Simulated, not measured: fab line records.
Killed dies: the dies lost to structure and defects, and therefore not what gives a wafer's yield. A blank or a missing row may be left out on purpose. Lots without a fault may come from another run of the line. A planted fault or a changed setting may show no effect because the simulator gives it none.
Split-lot experiment | flow n5Finfet | 7 lots, 39 wafers read, on a route of 1938 steps

## THE SPLIT
At N5_MIM_TOP_ETCH_ETCH_00 (etches TiN in Cl2/BCl3, target depth 38.5 nm), the setting targetDepthA was moved away from the recipe's 385 angstrom on 12 of the 39 wafers read, by -31.4% to +52.5%. This setting was run at the recipe's value on the other wafers.

The reading comes from the split's own step.

## THE READING
MIM_TOP_ETCH.featureDepthNm (the simulator's own value, which no gauge read), in nm, at N5_MIM_TOP_ETCH_ETCH_00 (etches TiN in Cl2/BCl3, target depth 38.5 nm). The file gives no usual value for it. The 27 wafers here that ran the recipe average 37.7 nm, standard deviation 0.99 nm.

wafer  | tool, chamber at the split | targetDepthA as run, angstrom | against the recipe | MIM_TOP_ETCH.featureDepthNm, nm | against lot-mates on the recipe
L076.1 | rieMetal-01, 1             | 385                           | recipe             | 39                              | -
L076.2 | rieMetal-01, 0             | 385                           | recipe             | 38.8                            | -
L076.3 | rieMetal-01, 1             | 385                           | recipe             | 39.2                            | -
L076.4 | rieMetal-01, 0             | 385                           | recipe             | 38.6                            | -
L076.5 | rieMetal-01, 1             | 385                           | recipe             | 39.6                            | -
L076.6 | rieMetal-01, 0             | 385                           | recipe             | 38.4                            | -
L075.1 | rieMetal-02, 0             | 385                           | recipe             | 36.8                            | -
L075.2 | rieMetal-02, 1             | 264.1                         | -31.4%             | 24.8                            | -12.0
L075.3 | rieMetal-02, 0             | 385                           | recipe             | 37                              | -
L075.4 | rieMetal-02, 1             | 264.1                         | -31.4%             | 25                              | -11.8
L075.5 | rieMetal-02, 1             | 264.1                         | -31.4%             | 24.8                            | -12.0
L075.6 | rieMetal-02, 0             | 385                           | recipe             | 36.6                            | -
L081.1 | rieMetal-03, 0             | 514.9                         | +33.7%             | 50.6                            | +12.8
L081.2 | rieMetal-03, 0             | 385                           | recipe             | 37.8                            | -
L081.3 | rieMetal-03, 0             | 514.9                         | +33.7%             | 50.6                            | +12.8
L081.4 | rieMetal-03, 0             | 385                           | recipe             | 37.8                            | -
L081.5 | rieMetal-03, 0             | 385                           | recipe             | 37.8                            | -
L081.6 | rieMetal-03, 0             | 514.9                         | +33.7%             | 50.4                            | +12.6
L078.1 | rieMetal-02, 1             | 385                           | recipe             | 36.4                            | -
L078.2 | rieMetal-02, 0             | 385                           | recipe             | 36.6                            | -
L078.3 | rieMetal-02, 1             | 385                           | recipe             | 36.4                            | -
L078.4 | rieMetal-02, 0             | 385                           | recipe             | 37                              | -
L078.5 | rieMetal-02, 1             | 385                           | recipe             | 36.2                            | -
L078.6 | rieMetal-02, 0             | 385                           | recipe             | 37                              | -
L079.1 | rieMetal-03, 0             | 290.7                         | -24.5%             | 28.8                            | -9.3
L079.2 | rieMetal-03, 0             | 385                           | recipe             | 38.2                            | -
L079.3 | rieMetal-03, 0             | 385                           | recipe             | 38.2                            | -
L079.4 | rieMetal-03, 0             | 385                           | recipe             | 38                              | -
L079.5 | rieMetal-03, 0             | 290.7                         | -24.5%             | 28.8                            | -9.3
L079.6 | rieMetal-03, 0             | 290.7                         | -24.5%             | 28.6                            | -9.5
L084.1 | rieMetal-02, 0             | 385                           | recipe             | 36.8                            | -
L084.5 | rieMetal-02, 0             | 385                           | recipe             | 37                              | -
L084.6 | rieMetal-02, 1             | 385                           | recipe             | 36.2                            | -
L095.1 | rieMetal-01, 0             | 385                           | recipe             | 38                              | -
L095.2 | rieMetal-01, 1             | 587.1                         | +52.5%             | 59.6                            | +21.1
L095.3 | rieMetal-01, 0             | 385                           | recipe             | 38.6                            | -
L095.4 | rieMetal-01, 1             | 587.1                         | +52.5%             | 59.8                            | +21.3
L095.5 | rieMetal-01, 0             | 587.1                         | +52.5%             | 58.8                            | +20.3
L095.6 | rieMetal-01, 1             | 385                           | recipe             | 38.8                            | -

THE FIT
A straight line over all 39 wafers: MIM_TOP_ETCH.featureDepthNm changes by +0.4 nm for each +1% of targetDepthA; r = +0.99; the points scatter about the line by 0.94 nm.
The same after taking each lot's own level away (the mean of its wafers on the recipe; 39 wafers): +0.389 nm for each +1%; r = +1.00; scatter 0.35 nm.
According to that fit, moving targetDepthA by its largest amount changes the reading by 20 nm.
Across the lots, their own levels run from 36.60 to 38.93 nm, a range of 2.3 times the standard deviation given above.
The two slopes are in agreement: the lot-to-lot level therefore moves the slope only a little.
Check: with one of the wafers moved furthest among these (+52.5%) left out of the fit, the line predicts +20.3 nm for it against its lot-mates. It came out at +21.1 nm against them.

## FURTHER SPLITS ON THESE WAFERS
Note: prior to the reading, these wafers also went through further splits. Each is held against what the fit with the lots' levels taken away leaves over:
other split on the same wafers | wafers away from the commonest value | r with MIM_TOP_ETCH.featureDepthNm (lot level and that fit taken away)
N5_BEOL_M9_CVD_78 targetThkA   | 15                                   | -0.21
N5_BEOL_M12_SPUTTER_44 timeS   | 15                                   | -0.04
N5_BEOL_M13_ETCH_68 timeS      | 6                                    | +0.17

## THE WHOLE CHAIN: every reading that the file lists as answering this split, in the file's order
step                    | what it does                                 | reading                                                                      | change (the file's fit)               | r (the file's)
N5_MIM_TOP_ETCH_ETCH_00 | etches TiN in Cl2/BCl3, target depth 38.5 nm | etch.depthNm (the simulator's own value, which no gauge read)                | +0.388 nm for each +1% of the setting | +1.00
N5_MIM_TOP_ETCH_ETCH_00 | etches TiN in Cl2/BCl3, target depth 38.5 nm | MIM_TOP_ETCH.featureDepthNm (the simulator's own value, which no gauge read) | +0.389 nm for each +1% of the setting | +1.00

## THE FILE'S OWN FIT
MIM_TOP_ETCH.featureDepthNm changes by +0.389 nm for each +1% of targetDepthA, r = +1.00.
